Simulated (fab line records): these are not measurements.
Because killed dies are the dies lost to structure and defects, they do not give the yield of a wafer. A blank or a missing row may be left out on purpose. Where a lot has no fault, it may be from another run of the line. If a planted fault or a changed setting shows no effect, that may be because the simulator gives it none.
Which tool is to blame? -- flow n5_finfet -- 29 wafers from 10 lots sampled at 6 of the route's 1938 steps

## WHAT EACH GAUGE READ, for each wafer
N5_BEOL_M4_RC_MEAS_101. Usual: DIBL_N 35.9 mV/V, standard deviation 2.5; DIBL_P 36.0 mV/V, standard deviation 3; IOFF_N 0.16 nA/um, standard deviation 0.047; IOFF_P 0.21 nA/um, standard deviation 0.047; ION_N 671 uA/um, standard deviation 14; ION_P 460 uA/um, standard deviation 8.8; SS_N 71.5 mV/dec, standard deviation 0.73; SS_P 73.2 mV/dec, standard deviation 0.91; VT_N 250 mV, standard deviation 4.3; VT_P -251 mV, standard deviation 3.6.
lot,measured,on,DIBL_N (mV/V),DIBL_P (mV/V),IOFF_N (nA/um),IOFF_P (nA/um),ION_N (uA/um),ION_P (uA/um),SS_N (mV/dec),SS_P (mV/dec),VT_N (mV),VT_P (mV),flag
L318,day 7 18:34,prober-02,34.8 37.7 34.1,34.4 37.2 33.6,0.14 0.20 0.14,0.19 0.22 0.17,662 679 653,453 465 444,71.0 72.4 70.5,73.3 73.2 72.7,250 245 249,-254 -251 -256,
L319,day 7 22:47,prober-01,35.4 32.2 35.9,36.4 32.9 37.2,0.15 0.11 0.16,0.18 0.16 0.20,667 653 682,451 451 467,71.5 70.5 71.4,73.3 72.3 73.0,253 252 250,-254 -254 -254,
L324,day 8 23:41,prober-02,40.0 34.1,40.5 33.2,0.24 0.12,0.31 0.17,689 648,466 447,72.2 70.2,74.5 72.8,243 254,-243 -254,
L330,day 11 02:31,prober-01,37.4 31.7 41.4,36.6 30.3 41.5,0.15 0.09 0.27,0.22 0.13 0.27,652 658 695,455 451 458,71.4 70.4 72.6,73.4 72.4 74.5,252 256 242,-252 -260 -251,
L332,day 11 03:08,prober-02,37.2 36.7 33.2,37.0 37.9 33.6,0.18 0.17 0.12,0.18 0.22 0.15,670 678 664,450 458 462,71.4 71.9 70.7,72.8 74.4 72.6,248 247 253,-253 -252 -255,
L333,day 11 18:04,prober-01,36.1 33.1 34.8,35.7 33.1 34.8,0.15 0.10 0.12,0.22 0.18 0.20,662 661 664,457 463 469,72.0 71.2 71.0,73.1 72.2 72.6,251 255 250,-249 -250 -250,
L335,day 12 05:04,prober-02,35.8 39.0 38.1,35.2 39.9 39.4,0.14 0.22 0.18,0.19 0.28 0.26,685 693 692,470 469 475,70.5 71.2 71.8,73.0 74.4 74.3,248 244 247,-250 -247 -248,
L339,day 13 03:22,prober-01,35.8 38.1 35.3,35.4 37.6 34.9,0.17 0.18 0.15,0.22 0.23 0.22,684 678 655,471 467 456,71.1 72.0 71.4,73.1 73.7 73.0,249 250 251,-247 -249 -249,
L340,day 13 12:14,prober-02,35.0 34.7 32.9,35.1 34.8 32.7,0.13 0.15 0.10,0.19 0.19 0.16,655 681 656,452 468 455,71.1 71.2 71.0,72.8 73.5 72.0,255 251 259,-252 -250 -254,
L341,day 13 12:32,prober-01,35.2 39.7 33.6,33.5 39.0 33.2,0.12 0.20 0.11,0.16 0.25 0.16,668 673 664,458 457 462,71.1 73.0 70.8,73.0 74.5 72.2,254 249 253,-252 -250 -254,

N5_BEOL_M5_THK_MEAS_01. Usual: M5_ILD_THK gives 121.3 nm (standard deviation 1.7).
lot,measured,on,M5_ILD_THK (nm),flag
L318,day 7 19:47,film_metro-01,121.7 120.6 125.2,
L319,day 8 00:23,film_metro-02,121.5 118.5 121.3,
L324,day 9 00:47,film_metro-02,204.0 124.4,OFF
L330,day 11 04:32,film_metro-02,117.6 121.2 123.6,
L332,day 11 04:40,film_metro-01,118.1 120.8 119.7,
L333,day 11 20:53,film_metro-01,118.3 120.3 124.2,
L335,day 12 06:36,film_metro-01,122.5 118.7 121.5,
L339,day 13 04:55,film_metro-01,119.3 119.0 119.8,
L340,day 13 13:46,film_metro-02,119.2 122.1 120.3,
L341,day 13 13:56,film_metro-01,120.8 121.3 122.1,

## EACH LOT AND THE TOOL THAT RAN IT (in order: tool; ch and the chambers of the sampled wafers; start)
lot,N5_BEOL_M4_SPUTTER_92,N5_BEOL_M4_ANNEAL_95,N5_BEOL_M4_ANNEAL_51,N5_BEOL_M5_ILD_DEP_00
L318,"pvd_sputter-01, day 7 16:42","pvd_sputter-01, day 7 17:00","rtp_anneal-01 ch 0, day 7 17:25","pecvd-01 ch 1,2, day 7 19:13"
L319,"pvd_sputter-02, day 7 21:15","pvd_sputter-02, day 7 21:33","rtp_anneal-01 ch 0, day 7 21:53","pecvd-01 ch 0,1,2, day 7 23:45"
L324,"pvd_sputter-01, day 8 21:41","pvd_sputter-01, day 8 21:59","rtp_anneal-02 ch 0, day 8 22:28","pecvd-02 ch 1,2, day 9 00:13"
L330,"pvd_sputter-01, day 11 00:54","pvd_sputter-01, day 11 01:12","rtp_anneal-02 ch 0, day 11 01:37","pecvd-04 ch 1,2, day 11 03:29"
L332,"pvd_sputter-03, day 11 01:27","pvd_sputter-03, day 11 01:45","rtp_anneal-02 ch 0, day 11 02:09","pecvd-01 ch 0,1, day 11 04:06"
L333,"pvd_sputter-03, day 11 16:22","pvd_sputter-03, day 11 16:40","rtp_anneal-01 ch 0, day 11 17:03","pecvd-04 ch 1,2, day 11 18:53"
L335,"pvd_sputter-02, day 12 03:29","pvd_sputter-02, day 12 03:47","rtp_anneal-02 ch 0, day 12 04:08","pecvd-04 ch 1,2, day 12 06:01"
L339,"pvd_sputter-02, day 13 01:49","pvd_sputter-02, day 13 02:07","rtp_anneal-01 ch 0, day 13 02:27","pecvd-02 ch 1,2, day 13 04:20"
L340,"pvd_sputter-03, day 13 10:32","pvd_sputter-03, day 13 10:52","rtp_anneal-02 ch 0, day 13 11:14","pecvd-04 ch 1,2, day 13 13:12"
L341,"pvd_sputter-02, day 13 10:50","pvd_sputter-02, day 13 11:08","rtp_anneal-01 ch 0, day 13 11:31","pecvd-02 ch 0,1,2, day 13 13:20"
- N5_BEOL_M4_SPUTTER_92: material Cu, target thk 4.5 nm, time 8.29 s.
- N5_BEOL_M4_ANNEAL_95: time 240 s.
- N5_BEOL_M4_ANNEAL_51: time 90 s.
- N5_BEOL_M5_ILD_DEP_00: deposits SiCOH lowk from DEMS/porogen, target thk 140.64 nm, time 25.9 s.

## AS READ BY THE TOOLS THEMSELVES (means over the sampled wafers that have a number; for cases with no such wafer, the mark the record gives instead)
N5_BEOL_M4_SPUTTER_92. Usual: chuck_gas_flow_sccm 1.26 sccm, standard deviation 0.051; throttle_valve_pct 29.7 %, standard deviation 0.71.
lot,tool,chuck_gas_flow_sccm (sccm),throttle_valve_pct (%),flag
L318,pvd_sputter-01,1.26,29.6,
L319,pvd_sputter-02,1.16,29.4,
L324,pvd_sputter-01,1.21,29.6,
L330,pvd_sputter-01,1.28,29.3,
L332,pvd_sputter-03,1.25,29.7,
L333,pvd_sputter-03,1.30,30.2,
L335,pvd_sputter-02,1.30,30.0,
L339,pvd_sputter-02,1.30,29.3,
L340,pvd_sputter-03,1.25,30.6,
L341,pvd_sputter-02,1.27,29.5,

N5_BEOL_M4_ANNEAL_95. Usual: heater_power_w 825 W, standard deviation 41.
lot,tool,heater_power_w (W),flag
L318,pvd_sputter-01,826,
L319,pvd_sputter-02,817,
L324,pvd_sputter-01,829,
L330,pvd_sputter-01,820,
L332,pvd_sputter-03,796,
L333,pvd_sputter-03,852,
L335,pvd_sputter-02,785,
L339,pvd_sputter-02,816,
L340,pvd_sputter-03,875,
L341,pvd_sputter-02,846,

N5_BEOL_M4_ANNEAL_51. Usual: wafer_temp_C_max 225.89, standard deviation 0.24.
lot,tool,wafer_temp_C_max,flag
L318,rtp_anneal-01,226.04,
L319,rtp_anneal-01,226.14,
L324,rtp_anneal-02,225.89,
L330,rtp_anneal-02,225.71,
L332,rtp_anneal-02,225.85,
L333,rtp_anneal-01,225.88,
L335,rtp_anneal-02,225.83,
L339,rtp_anneal-01,226.17,
L340,rtp_anneal-02,226.13,
L341,rtp_anneal-01,225.79,

N5_BEOL_M5_ILD_DEP_00. Usual: heater_power_w 314 W, standard deviation 57; showerhead_plenum_p_Torr 5.740 Torr, standard deviation 0.016; throttle_valve_pct 14.0 %, standard deviation 0.7.
lot,tool,heater_power_w (W),showerhead_plenum_p_Torr (Torr),throttle_valve_pct (%),flag
L318,pecvd-01,279,5.750,14.2,
L319,pecvd-01,320,5.756,14.4,
L324,pecvd-02,310,5.732,13.9,
L330,pecvd-04,279,5.746,14.0,
L332,pecvd-01,328,5.755,14.3,
L333,pecvd-04,294,5.754,13.6,
L335,pecvd-04,276,5.751,13.6,
L339,pecvd-02,251,5.721,13.5,
L340,pecvd-04,325,5.747,13.5,
L341,pecvd-02,308,5.739,14.1,

## THE ANSWER, worked out from the rows above alone
Rule: lot off if the mean of its wafers having a number is beyond 3 standard deviations from the usual mean. Also off: a lot with no number at a reading for which 4 or more lots have one. The other lots that the step has rows for count as sound. First the gauges in route order, then the tools' own readings, where a lot's mean is used as printed above. The first step at which some lot is off is used, and at that step the reading that is off furthest; a lot without a number counts as furthest.
Off: L324, seen at N5_BEOL_M5_THK_MEAS_01 (M5_ILD_THK).
A tool fits if, at a process step before that reading, it ran every lot that is off, and no sound lot after the first of them. Those tools and the gauges at N5_BEOL_M5_THK_MEAS_01 are tried in the same way. None of those tried fits.

## WHAT THE SIMULATOR PUT IN
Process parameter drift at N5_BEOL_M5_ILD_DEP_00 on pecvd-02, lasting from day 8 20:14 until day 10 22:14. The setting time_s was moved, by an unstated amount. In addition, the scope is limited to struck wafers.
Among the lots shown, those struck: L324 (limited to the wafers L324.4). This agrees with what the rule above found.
